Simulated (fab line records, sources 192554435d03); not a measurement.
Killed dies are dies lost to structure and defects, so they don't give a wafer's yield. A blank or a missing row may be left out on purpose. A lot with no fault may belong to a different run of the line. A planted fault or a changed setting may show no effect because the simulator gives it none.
Matching of chambers || flow n5Finfet || rieSi-04 running N5_DUMMY_GATE_ETCH_23: 4 sister chambers
The step etches poly-Si in HBr/Cl2/O2, target depth 41 nm, time 22.3 s. 8 wafers are shown with their chamber, then 7 later ones without.

EACH WAFER AND ITS CHAMBER
{"wafer": "L078.1", "chamber": 1, "throttleValvePct (%)": 37.47, "drypumpMotorCurrentA (A)": 6.1}
{"wafer": "L082.3", "chamber": 3, "throttleValvePct (%)": 37.33, "drypumpMotorCurrentA (A)": 6.6}
{"wafer": "L082.6", "chamber": 2, "throttleValvePct (%)": 37.30, "drypumpMotorCurrentA (A)": 5.4}
{"wafer": "L091.1", "chamber": 0, "throttleValvePct (%)": 36.92, "drypumpMotorCurrentA (A)": 6.2}
{"wafer": "L091.2", "chamber": 1, "throttleValvePct (%)": 37.47, "drypumpMotorCurrentA (A)": 6.0}
{"wafer": "L091.4", "chamber": 3, "throttleValvePct (%)": 37.34, "drypumpMotorCurrentA (A)": 6.6}
{"wafer": "L093.2", "chamber": 0, "throttleValvePct (%)": 36.92, "drypumpMotorCurrentA (A)": 6.2}
{"wafer": "L093.4", "chamber": 2, "throttleValvePct (%)": 37.30, "drypumpMotorCurrentA (A)": 5.5}

WAFERS WHOSE CHAMBER IS MISSING
{"wafer": "L093.6", "throttleValvePct (%)": 37.32, "drypumpMotorCurrentA (A)": 6.6}
{"wafer": "L097.1", "throttleValvePct (%)": 37.45, "drypumpMotorCurrentA (A)": 6.1}
{"wafer": "L097.3", "throttleValvePct (%)": 37.30, "drypumpMotorCurrentA (A)": 5.5}
{"wafer": "L097.6", "throttleValvePct (%)": 37.30, "drypumpMotorCurrentA (A)": 5.5}
{"wafer": "L096.1", "throttleValvePct (%)": 37.35, "drypumpMotorCurrentA (A)": 6.6}
{"wafer": "L096.3", "throttleValvePct (%)": 36.92, "drypumpMotorCurrentA (A)": 6.2}
{"wafer": "L096.4", "throttleValvePct (%)": 37.30, "drypumpMotorCurrentA (A)": 5.5}

CHAMBER TAKEN BY EACH
{"wafer": "L093.6", "from the rows above": 3, "in truth": 3}
{"wafer": "L097.1", "from the rows above": 1, "in truth": 1}
{"wafer": "L097.3", "from the rows above": 2, "in truth": 2}
{"wafer": "L097.6", "from the rows above": 2, "in truth": 2}
{"wafer": "L096.1", "from the rows above": 3, "in truth": 3}
{"wafer": "L096.3", "from the rows above": 0, "in truth": 0}
{"wafer": "L096.4", "from the rows above": 2, "in truth": 2}
Placed correctly: 7 of 7. From these rows, 0 cannot be placed. 0 placed wrongly.
How it was worked out, from the rows above alone: a wafer's distance from a chamber is the root of the sum, over the readings, of the square of ((its reading less the chamber's mean) divided by the reading's scatter). If the next closest chamber is less than 2 further off than the closest, the wafer can't be placed; otherwise it belongs to the closest. A chamber's mean is the mean of its shown wafers. The scatter is the square root of a quotient: the sum, over the shown wafers, of each reading's squared deviation from its chamber's mean, divided by wafers minus chambers.
